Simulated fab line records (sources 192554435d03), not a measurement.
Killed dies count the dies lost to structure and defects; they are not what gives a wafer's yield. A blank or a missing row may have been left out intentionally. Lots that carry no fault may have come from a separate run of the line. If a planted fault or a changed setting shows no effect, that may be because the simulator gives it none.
Split-lot trial | flow n5 finfet | 21 wafers read from 7 lots, route of 1938 steps

== SPLIT DETAILS ==
At N5_BEOL_M0_CUTY_EXPOSE_54 (exposes mask M0 ABLK), the setting dose mj was moved away from the recipe's 36 on 8 of the 21 wafers read, by -7.1% to +6.9%. This setting was run at the recipe's value on the other wafers.

== FROM THE SPLIT TO THE READING: what the file shows between them, 2 steps ==
- N5_BEOL_M0_CUTY_PEB_55: peb time 60 s
- N5_BEOL_M0_CUTY_DEVELOP_56: develop time 30 s

== THE READING ==
cd nm, in nm, at N5_BEOL_M0_CUTY_CD_MEAS_57 (target cd 200 nm). On this fab line, fault-free wafers typically give 199.8 nm with a standard deviation of 1.2 nm.

wafer  | tool, chamber at the split | dose mj as run | against the recipe | cd nm, nm | against lot-mates on the recipe
L074.2 | arfi scanner-02, 0         | 36             | recipe             | 201.2     | -
L074.3 | arfi scanner-02, 0         | 36             | recipe             | 199.0     | -
L074.6 | arfi scanner-02, 0         | 36             | recipe             | 200.0     | -
L079.2 | arfi scanner-03, 0         | 38.47          | +6.9%              | 196.1     | -5.3
L079.4 | arfi scanner-03, 0         | 36             | recipe             | 201.6     | -
L079.6 | arfi scanner-03, 0         | 36             | recipe             | 201.3     | -
L084.2 | arfi scanner-02, 0         | 36             | recipe             | 199.5     | -
L084.3 | arfi scanner-02, 0         | 36             | recipe             | 198.3     | -
L084.6 | arfi scanner-02, 0         | 33.44          | -7.1%              | 202.9     | +4.0
L089.1 | arfi scanner-02, 0         | 36.98          | +2.7%              | 197.6     | -1.4
L089.2 | arfi scanner-02, 0         | 36.98          | +2.7%              | 197.5     | -1.5
L089.6 | arfi scanner-02, 0         | 36             | recipe             | 199.0     | -
L091.1 | arfi scanner-02, 0         | 36             | recipe             | 200.4     | -
L091.2 | arfi scanner-02, 0         | 33.88          | -5.9%              | 203.9     | +3.5
L091.5 | arfi scanner-02, 0         | 33.88          | -5.9%              | 204.6     | +4.2
L092.1 | arfi scanner-02, 0         | 36             | recipe             | 198.5     | -
L092.3 | arfi scanner-02, 0         | 37.14          | +3.2%              | 195.9     | -2.6
L092.6 | arfi scanner-02, 0         | 37.14          | +3.2%              | 196.5     | -2.0
L096.2 | arfi scanner-03, 0         | 36             | recipe             | 198.1     | -
L096.4 | arfi scanner-03, 0         | 36             | recipe             | 198.5     | -
L096.5 | arfi scanner-03, 0         | 36             | recipe             | 200.1     | -

THE FIT
A straight line over all 21 wafers: cd nm changes by -0.669 nm for each +1% of dose mj; r = -0.88; the points scatter about the line by 1.2 nm.
The same after taking each lot's own level away (the mean of its wafers on the recipe; 21 wafers): -0.659 nm for each +1%; r = -0.96; scatter 0.62 nm.
Per that fit: largest dose mj move, reading shift of 4.7 nm.
Measured against the standard deviation above, the lots' own levels, which go from 198.50 to 201.45 nm, span 2.5 times it.
So the lot-to-lot level changes the slope little: the two slopes agree.
Check: +4.88 nm against its lot-mates is what the line predicts for one of the wafers moved furthest among these (-7.1%) when that wafer is left out of the fit. Against them it came out at +4 nm.

== THESE WAFERS: OTHER SPLITS ==
These wafers also went through other splits before the reading. Each is held against what the fit with the lots' levels taken away leaves over:
other split on the same wafers        | wafers away from the commonest value | r with cd nm (lot level and that fit taken away)
N5_GATE_CUT_EXPOSE_10 dose mj         | 8                                    | +0.00
N5_MOL_CONTACT_COAG_ETCH_106 source w | 6                                    | -0.39
N5_BEOL_M0_SAQP_COAT_08 spin rpm      | 8                                    | +0.12
N5_BEOL_M0_SAQP_EXPOSE_11 dose mj     | 6                                    | +0.26

== FILE'S OWN FIT ==
cd nm changes by -0.662 nm for each +1% of dose mj, r = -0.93.
